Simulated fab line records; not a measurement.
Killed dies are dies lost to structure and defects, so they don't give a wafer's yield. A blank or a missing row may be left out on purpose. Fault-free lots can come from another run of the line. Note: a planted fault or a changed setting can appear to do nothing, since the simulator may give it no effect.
Which tool is to blame?    flow nandHarc    39 wafers from 13 lots sampled at 6 of the route's 1159 steps

WHAT EACH GAUGE READ, for each wafer
NHARC_P_CONTACT_CD_MEAS_12: target cd 90 nm. Usual: cdNm 90.0 nm, standard deviation 0.93.
lot   measured      on        cdNm (nm)       flag
L875  day 5 23:16   cdSem-01  88.9 90.5 90.1  
L876  day 5 22:40   cdSem-02  89.9 90.7 89.9  
L878  day 6 11:10   cdSem-01  89.7 89.0 88.8  
L882  day 7 09:50   cdSem-01  91.9 92.2 90.3  
L883  day 7 15:38   cdSem-01  81.1 80.1 82.5  OFF
L889  day 8 17:04   cdSem-01  89.3 90.5 88.9  
L891  day 9 14:38   cdSem-01  90.0 92.5 92.1  
L892  day 9 14:52   cdSem-02  89.8 90.2 89.6  
L894  day 10 07:50  cdSem-01  89.1 88.2 90.0  
L893  day 10 09:17  cdSem-03  90.8 89.2 89.8  
L895  day 10 09:30  cdSem-01  91.3 91.0 92.5  
L897  day 10 22:17  cdSem-01  91.4 90.4 91.0  
L898  day 11 04:47  cdSem-03  89.7 89.8 90.2  

NHARC_P_CONTACT_INSPECT_14. Usual: rawDefectCount 4.1, standard deviation 2.6.
lot   measured      on                rawDefectCount  flag
L875  day 5 23:23   defectInspect-02  5 1 1           
L876  day 5 22:47   defectInspect-01  3 4 3           
L878  day 6 11:17   defectInspect-01  3 3 1           
L882  day 7 09:57   defectInspect-02  7 6 1           
L883  day 7 15:45   defectInspect-01  7 5 5           
L889  day 8 17:11   defectInspect-01  6 4 1           
L891  day 9 14:46   defectInspect-01  6 2 8           
L892  day 9 15:00   defectInspect-02  0 2 1           
L894  day 10 07:58  defectInspect-01  5 5 4           
L893  day 10 09:26  defectInspect-01  7 9 16          
L895  day 10 09:38  defectInspect-02  4 5 3           
L897  day 10 22:25  defectInspect-01  1 3 1           
L898  day 11 04:55  defectInspect-01  3 5 4           

NHARC_P_CONTACT_CD_MEAS_19. Usual: cdNm 89.4 nm, standard deviation 1.8.
lot   measured      on        cdNm (nm)       flag
L875  day 6 00:20   cdSem-02  90.7 87.6 92.0  
L876  day 5 23:43   cdSem-01  88.1 89.5 90.1  
L878  day 6 12:14   cdSem-01  89.2 88.8 87.1  
L882  day 7 10:55   cdSem-01  91.2 92.9 88.8  
L883  day 7 16:44   cdSem-03  80.6 78.0 81.0  OFF
L889  day 8 18:08   cdSem-01  86.8 87.5 89.1  
L891  day 9 15:41   cdSem-03  90.5 90.5 92.6  
L892  day 9 16:05   cdSem-03  88.0 90.7 88.6  
L894  day 10 08:54  cdSem-02  89.1 86.9 90.0  
L893  day 10 10:22  cdSem-02  88.9 90.2 88.7  
L895  day 10 11:55  cdSem-03  92.4 89.7 91.5  
L897  day 10 23:21  cdSem-03  90.0 91.2 89.4  
L898  day 11 06:17  cdSem-03  89.0 88.4 89.4  

WHICH TOOL RAN EACH LOT (tool, then ch and the chambers of the sampled wafers, then the start)
lot   NHARC_P_GATE_DEGAS_109       NHARC_P_GATE_RTA_80              NHARC_P_CONTACT_EXPOSE_09
L875  pvdSputter-03, day 5 19:24   rtpAnneal-01 ch 0, day 5 20:07   arfiScanner-01 ch 0, day 5 23:07
L876  pvdSputter-02, day 5 19:44   rtpAnneal-02 ch 0, day 5 20:23   arfiScanner-02 ch 0, day 5 22:31
L878  pvdSputter-03, day 6 08:31   rtpAnneal-02 ch 0, day 6 08:52   arfiScanner-02 ch 0, day 6 11:02
L882  pvdSputter-01, day 7 07:08   rtpAnneal-02 ch 0, day 7 07:41   arfiScanner-02 ch 0, day 7 09:41
L883  pvdSputter-02, day 7 12:56   rtpAnneal-02 ch 0, day 7 13:30   arfiScanner-02 ch 0, day 7 15:29
L889  pvdSputter-02, day 8 14:22   rtpAnneal-02 ch 0, day 8 14:40   arfiScanner-01 ch 0, day 8 16:56
L891  pvdSputter-03, day 9 12:03   rtpAnneal-02 ch 0, day 9 12:21   arfiScanner-02 ch 0, day 9 14:29
L892  pvdSputter-01, day 9 12:13   rtpAnneal-01 ch 0, day 9 12:31   arfiScanner-01 ch 0, day 9 14:44
L894  pvdSputter-03, day 10 05:13  rtpAnneal-02 ch 0, day 10 05:33  arfiScanner-02 ch 0, day 10 07:41
L893  pvdSputter-03, day 10 06:26  rtpAnneal-02 ch 0, day 10 06:46  arfiScanner-02 ch 0, day 10 09:08
L895  pvdSputter-03, day 10 06:37  rtpAnneal-01 ch 0, day 10 07:06  arfiScanner-03 ch 0, day 10 09:22
L897  pvdSputter-01, day 10 19:41  rtpAnneal-01 ch 0, day 10 20:02  arfiScanner-02 ch 0, day 10 22:09
L898  pvdSputter-01, day 11 02:20  rtpAnneal-02 ch 0, day 11 02:38  arfiScanner-02 ch 0, day 11 04:39
- NHARC_P_GATE_DEGAS_109: time 60 s.
- NHARC_P_GATE_RTA_80: time 30 s.
- NHARC_P_CONTACT_EXPOSE_09: exposes mask P CA, target cd 90 nm.

WHAT THE TOOLS THEMSELVES READ (means of the sampled wafers that have a number; where no wafer has one, the mark that the record gives instead)
NHARC_P_GATE_DEGAS_109. Usual: heaterPowerW 434 W, standard deviation 52.
lot   tool           heaterPowerW (W)  flag
L875  pvdSputter-03  457               
L876  pvdSputter-02  462               
L878  pvdSputter-03  421               
L882  pvdSputter-01  438               
L883  pvdSputter-02  397               
L889  pvdSputter-02  453               
L891  pvdSputter-03  446               
L892  pvdSputter-01  462               
L894  pvdSputter-03  427               
L893  pvdSputter-03  421               
L895  pvdSputter-03  417               
L897  pvdSputter-01  397               
L898  pvdSputter-01  459               

NHARC_P_GATE_RTA_80. Usual: annealTempCMax 301.0, standard deviation 0.37; wafer_temp_C_max 301.4, standard deviation 0.32.
lot   tool          annealTempCMax  wafer_temp_C_max  flag
L875  rtpAnneal-01  301.6           301.5             
L876  rtpAnneal-02  300.6           301.4             
L878  rtpAnneal-02  300.8           301.6             
L882  rtpAnneal-02  300.6           301.6             
L883  rtpAnneal-02  300.8           301.4             
L889  rtpAnneal-02  300.7           301.6             
L891  rtpAnneal-02  300.6           301.3             
L892  rtpAnneal-01  301.1           301.1             
L894  rtpAnneal-02  300.9           301.4             
L893  rtpAnneal-02  300.8           302.0             
L895  rtpAnneal-01  301.5           301.2             
L897  rtpAnneal-01  301.5           301.1             
L898  rtpAnneal-02  300.9           301.3             

THE ANSWER, worked out from the rows above alone
Rule: a lot counts as off when the mean over its wafers that have a number is more than 3 standard deviations away from the usual mean. A lot without any number at a reading at which 4 lots or more have one is off too. The other lots that the step has rows for count as sound. After the gauges, taken in route order, come the tools' own readings; for these a lot's mean is taken, as printed above. The first step at which some lot is off is used, and at that step the reading that is off furthest; a lot without a number counts as furthest.
Off at NHARC_P_CONTACT_CD_MEAS_12 (cdNm): L883.
If a tool, at a process step before that reading, ran all the lots that are off and no sound lot after the first of them, it fits. Not tried: the gauges at NHARC_P_CONTACT_CD_MEAS_12; whatever is off there is also off at NHARC_P_CONTACT_CD_MEAS_19, on other tools, and gauge error can't account for it. None of those tried fits.

WHAT HAD BEEN PUT IN BY THE SIMULATOR
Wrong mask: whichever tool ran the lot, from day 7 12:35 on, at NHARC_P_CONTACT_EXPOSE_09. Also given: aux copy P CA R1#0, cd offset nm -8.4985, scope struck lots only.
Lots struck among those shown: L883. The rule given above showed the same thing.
